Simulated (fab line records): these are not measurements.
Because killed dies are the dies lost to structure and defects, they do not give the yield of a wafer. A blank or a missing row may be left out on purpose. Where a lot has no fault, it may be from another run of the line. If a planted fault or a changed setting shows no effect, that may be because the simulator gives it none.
Struck lot and sound lot, side by side | flow n5Finfet | 40 steps out of a route of 1938
Sound: these wafers, L337.2, L337.3, L337.5. The struck wafers were L344.1, L344.3, L344.5. At the end, the cause is stated.
Each step with rows lists, per side, the tool, then ch with its chambers, then its first start. Under that, the readings that differ: sound wafers | struck wafers | difference of the means | sigmas: that difference in standard deviations of wafers without a fault.
alike: a reading whose means differ by less than 2 such deviations, as well as words and numbers matching on both sides. not compared: withheld readings; readings where some wafer has no value; bounds like >300 that might hide an equal value; numbers whose values overlap and for which the record gives no deviation.
Wherever a step has rows on one side only, a row that says differs or no value, or a row with sigmas, the two part there. Numbers that have no deviation but don't overlap get no sigmas and don't part them. A reading that every wafer of one side lacks parts them only if that side has two wafers or more.

first, 9 steps without rows for these wafers: N5_MOL_CONTACT_COAG_PRE_CLEAN_121; N5_MOL_CONTACT_COAG_CVD_140 (deposits W, target thk 66.5 nm, time 215 s); N5_MOL_CONTACT_COAG_PRECLEAN_127 (cleans in DIW, time 57.5 s); N5_MOL_CONTACT_COAG_SRD_128 (dry time 32 s); N5_MOL_CONTACT_COAG_CMP_52 (polishes, stops on SiO2, t overpolish 1.5 s, target thk 66.5 nm); N5_MOL_CONTACT_COAG_ANNEAL_112 (time 1800 s); N5_BEOL_M0_SAQP_PECVD_00 (deposits SiCN from 3MS/NH3, target thk 8 nm, time 14 s); N5_BEOL_M0_SAQP_ILD_DEP_01 (deposits SiOC from DEMS/O2, target thk 45.419 nm, time 8.7 s); N5_BEOL_M0_SAQP_HM_DEP_02 (deposits TiN, target thk 12 nm).
N5_BEOL_M0_SAQP_PECVD_03: deposits SiCN from 3MS/NH3, target thk 12 nm, time 21.1 s.
  sound on pecvd-01 ch 0,1,2, day 6 17:56; struck on pecvd-01 ch 0,1, day 8 17:23
  alike: showerheadPlenumPTorr, throttleValvePct
  not compared: sinceWetCleanH
then, 12 steps without rows for these wafers: N5_BEOL_M0_SAQP_PECVD_96 (deposits a-Si from SiH4/He, target thk 45 nm, time 45.2 s); N5_BEOL_M0_SAQP_PECVD_97 (deposits SiNx from SiH4/NH3/N2, target thk 23 nm, time 19.9 s); N5_BEOL_M0_SAQP_PECVD_04 (deposits a-Si from SiH4/He, target thk 60 nm, time 60.2 s); N5_BEOL_M0_SAQP_HM_DEP_111 (deposits SiO2 from SiH4/N2O, target thk 12 nm, time 7.2 s); N5_BEOL_M0_SAQP_COAT_81 (time 60 s, resist thk 100 nm); N5_BEOL_M0_SAQP_COAT_82 (time 60 s, resist thk 30 nm); N5_BEOL_M0_SAQP_COAT_08 (resist thk 90 nm); N5_BEOL_M0_SAQP_EBR_10; N5_BEOL_M0_SAQP_SOFTBAKE_09 (time 60 s); N5_BEOL_M0_SAQP_EXPOSE_11 (exposes mask M0 CORE, target cd 42 nm); N5_BEOL_M0_SAQP_PEB_12 (peb time 60 s); N5_BEOL_M0_SAQP_DEVELOP_13 (develop time 30 s).
N5_BEOL_M0_SAQP_INSPECT_16: inspects for defects (brightfield).
  sound on defectInspect-02, day 6 18:33; struck on defectInspect-02, day 8 18:01
reading        | sound       | struck         | difference | sigmas
rawDefectCount | 407 415 397 | 1368 1607 1433 | +1063      | +8
then, 13 steps without rows for these wafers: N5_BEOL_M0_SAQP_DESCUM_19 (chemistry O2, time 7.9 s); N5_BEOL_M0_SAQP_ETCH_83 (etches SiARC in CF4, target depth 39 nm, time 65 s); N5_BEOL_M0_SAQP_ETCH_84 (etches SOC in N2/H2, target depth 100 nm, overetch 20 nm, time 150 s); N5_BEOL_M0_SAQP_STRIP_80 (strips in N2/H2); N5_BEOL_M0_SAQP_HM_OPEN_112 (chemistry CHF3/O2, target SiO2, stops on a-Si, target depth 12 nm, time 13.5 s); N5_BEOL_M0_SAQP_STRIP_113 (strips in CHF3/O2); N5_BEOL_M0_SAQP_MANDREL_ETCH_20 (etches a-Si in HBr/Cl2, stops on SiNx, target depth 60 nm, bt time 10 s, time 30 s); N5_BEOL_M0_SAQP_STRIP_86 (strips in N2/H2); N5_BEOL_M0_SAQP_STRIP_115 (strips in post etch residue remover, time 60 s); N5_BEOL_M0_SAQP_SRD_93 (time 30 s); N5_BEOL_M0_SAQP_RECESS_114 (chemistry HF/NH3, target SiO2, target depth 14.4 nm, afs cycles 3, sublimation time 60 s); N5_BEOL_M0_SAQP_SPACER1_ALD_98 (deposits SiO2, target thk 12.8 nm, pulse time 1 s, purge time 2 s); N5_BEOL_M0_SAQP_SPACER1_ETCHBACK_99 (etches SiO2 in CHF3/O2, target depth 15.4 nm, time 7.7 s).
N5_BEOL_M0_SAQP_INSPECT_42: inspects for defects (brightfield).
  sound on defectInspect-01, day 6 22:40; struck on defectInspect-02, day 8 22:02
reading        | sound       | struck         | difference | sigmas
rawDefectCount | 320 393 324 | 1276 1492 1228 | +986       | +12
N5_BEOL_M0_CUTY_INSPECT_59: inspects for defects (macro).
  sound on defectInspect-02, day 7 00:09; struck on defectInspect-02, day 8 23:28
reading        | sound | struck         | difference | sigmas
rawDefectCount | 3 4 0 | >300 >300 >300 | differs    | 
N5_BEOL_M4_RC_MEAS_101:
  sound on prober-01 ch 0, day 9 03:54; struck on prober-01 ch 0, day 10 19:53
  alike: DIBL_N, DIBL_P, IOFF_N, IOFF_P, ION_N, ION_P, SS_N, SS_P, VT_N, VT_P
-- record jumps: 4 days separate the struck wafers' starts on either side; left off in module BEOL_M4, taken up again in module PASSIVATION, whose first shown step is the route's number 1936 --
N5_PASSIVATION_PROBE_49:
  record: rows for the struck wafers here (prober-02, day 14 23:40), none for the sound ones

WHERE THEY PART
Earliest at N5_BEOL_M0_SAQP_INSPECT_16; latest, in this record, at N5_PASSIVATION_PROBE_49.

WHY: what had been put in by the simulator
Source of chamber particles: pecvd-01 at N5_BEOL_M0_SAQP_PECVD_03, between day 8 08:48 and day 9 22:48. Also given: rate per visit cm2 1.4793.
